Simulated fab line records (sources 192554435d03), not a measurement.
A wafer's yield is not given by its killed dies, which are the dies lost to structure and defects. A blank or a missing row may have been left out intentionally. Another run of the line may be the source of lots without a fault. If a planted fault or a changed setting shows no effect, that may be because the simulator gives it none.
Which of the tools did it?    flow n5-finfet    9 lots, 26 wafers sampled, at 1 step of a route of 1938

== WHAT THE GAUGES READ, wafer by wafer ==
N5_BEOL_M4_RC_MEAS_101.
lot   measured      on         DIBL_N (mV/V)
L198  day 11 10:42  prober-02  35.6 36.0 32.7
L197  day 11 17:02  prober-02  35.0 42.0 34.9
L196  day 11 21:37  prober-01  39.1 37.9 34.6
L200  day 12 06:16  prober-01  37.4 37.1 35.6
L203  day 13 00:13  prober-01  38.7 38.1 36.4
L206  day 14 08:44  prober-01  35.4 36.4 34.7
L210  day 14 19:44  prober-01  37.5 36.8 38.7
L212  day 15 03:29  prober-02  34.4 37.4
L213  day 15 13:25  prober-01  34.9 37.3 35.3

== TOOL THAT RAN EACH LOT (tool first, then ch and the chambers of the sampled wafers, then the start) ==
There is no process step in the record ahead of these readings.

== THE ANSWER, worked out from the rows above alone ==
Rule: usual is defined by the lots themselves. Put in order of their means at a reading, lots are off if they are a third of the lots or fewer, leave a main group of 4 or more, and stand apart from it by a gap of 3 or more times the standard deviation of the main group's means; of several such gaps the widest counts. The tables above print the reading to a certain number of digits; a main group whose means all agree to those digits is not used. A lot without any number at a reading at which 4 lots or more have one is off too. Any other lot the step has rows for is counted as sound.
Across all readings shown, no lot is off: no conclusion can be drawn from this.

== WHAT THE SIMULATOR HAD PUT IN ==
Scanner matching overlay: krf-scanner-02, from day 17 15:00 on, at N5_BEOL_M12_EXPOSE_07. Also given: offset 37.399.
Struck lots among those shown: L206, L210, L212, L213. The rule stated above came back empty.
